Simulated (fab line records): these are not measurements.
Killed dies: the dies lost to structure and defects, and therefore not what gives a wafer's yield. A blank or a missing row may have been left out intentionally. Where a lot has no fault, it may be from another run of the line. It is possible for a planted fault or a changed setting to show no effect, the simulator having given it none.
A single fault, viewed from 3 desks + flow n5 finfet + each desk holds nothing but its own numbers, with what lay behind them at the end

== THE DEFECT DESK ==
Per lot, the means of the sampled wafers with a number show what the inspections along the route counted. Any lot whose mean is over 4 standard deviations away from the usual mean is out of limits and marked OUT; that distance is given in the brackets.
Columns: A = raw defect count at N5_SDB_INSPECT_36, usual 39
| lot  | first seen here | A  |
|------|-----------------|----|
| L288 | day 4 04:03     | 40 |
| L289 | day 4 11:04     | 45 |
| L291 | day 4 21:38     | 32 |
| L295 | day 6 02:10     | 40 |
| L296 | day 6 09:13     | 34 |
| L299 | day 7 03:39     | 63 |
| L301 | day 7 10:47     | 33 |
| L308 | day 9 04:19     | 28 |
| L310 | day 9 15:31     | 30 |
Result from this desk: across the 9 lots, nothing is out of limits.

== AT THE TOOL OWNER'S DESK: litho track-03 ==
The tool's own readings at N5_HKMG_FIN_COAT_42 (time 60 s, resist thk 35 nm): means of the sampled wafers that have a number, for each lot that ran on this tool. Any lot whose mean is over 4 standard deviations away from the usual mean is out of limits and marked OUT; that distance is given in the brackets.
Columns: A = resist line temp C at N5_HKMG_FIN_COAT_42, usual 23.01 C; B = spin speed rpm at N5_HKMG_FIN_COAT_42, usual 1499.9 rpm
| lot  | first seen here | A     | B                        |
|------|-----------------|-------|--------------------------|
| L299 | day 7 05:00     | 23.09 | 1499.9                   |
| L301 | day 7 12:06     | 23.10 | 1500.8                   |
| L308 | day 9 06:06     | 22.99 | 1686.8 (+99 or more) OUT |
| L310 | day 9 17:02     | 22.85 | 1686.4 (+99 or more) OUT |
This desk finds L308, L310 out of limits, L308 being first, at day 9 06:06 (spin speed rpm at N5_HKMG_FIN_COAT_42). L299, L301 stayed within limits.

== THE METROLOGY DESK ==
What the gauges read, lot by lot, whatever tool the lot ran on: means of the sampled wafers that have a number. Any lot whose mean is over 4 standard deviations away from the usual mean is out of limits and marked OUT; that distance is given in the brackets. Only the readings that lie furthest out on some lot appear, 7 of the 12 it has.
Columns: A = thk nm at N5_ILD0_THK_MEAS_13, usual 17.6 nm; B = SDB_THK at N5_SDB_THK_MEAS_31, usual 64.6 nm; C = IOFF_P at N5_BEOL_M4_RC_MEAS_101, usual 0.21 nA/um; D = ION_P at N5_BEOL_M4_RC_MEAS_101, usual 462 uA/um; E = SS_N at N5_BEOL_M4_RC_MEAS_101, usual 71.4 mV/dec; F = SS_P at N5_BEOL_M4_RC_MEAS_101, usual 73.2 mV/dec; G = VT_P at N5_BEOL_M4_RC_MEAS_101, usual -251 mV
| lot  | first seen here | A    | B    | C    | D   | E    | F    | G    |
|------|-----------------|------|------|------|-----|------|------|------|
| L288 | day 3 23:25     | 17.0 | 64.2 | 0.22 | 457 | 71.6 | 73.6 | -250 |
| L289 | day 4 06:44     | 17.1 | 64.8 | 0.22 | 472 | 71.2 | 73.4 | -249 |
| L291 | day 4 16:44     | 17.7 | 65.5 | 0.19 | 466 | 71.0 | 72.9 | -252 |
| L295 | day 5 21:43     | 17.9 | 64.6 | 0.23 | 465 | 71.0 | 72.8 | -248 |
| L296 | day 6 04:23     | 18.5 | 64.6 | 0.24 | 466 | 72.2 | 74.1 | -247 |
| L299 | day 6 23:11     | 17.4 | 66.2 | 0.19 | 460 | 71.1 | 73.0 | -253 |
| L301 | day 7 05:48     | 17.7 | 62.6 | 0.22 | 462 | 71.4 | 72.9 | -248 |
| L308 | day 8 22:50     | 16.6 | 64.8 | 0.22 | 464 | 71.4 | 72.8 | -249 |
| L310 | day 9 10:53     | 15.4 | 64.1 | 0.16 | 452 | 71.0 | 73.4 | -258 |
Result from this desk: across the 9 lots, nothing is out of limits.

== ALL TOGETHER ==
On L308, L310, at day 9 06:06, an alarm was possible from the tool owner's desk.
The defect desk saw nothing out of limits.
At the metrology desk, nothing out of limits was observed.
The defect desk has L308, L310 on record, within its limits.
The metrology desk has L308, L310 on record, within its limits.
Of the lots named, all ran N5_HKMG_FIN_COAT_42 on litho track-03.

== WHAT THE SIMULATOR HAD INSERTED ==
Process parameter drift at N5_HKMG_FIN_COAT_42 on litho track-03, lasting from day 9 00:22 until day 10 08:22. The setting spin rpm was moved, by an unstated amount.
Struck lots among those shown: L308, L310.
Hours from the fault's start to each desk's first reading out of limits: the tool owner's desk, 6.
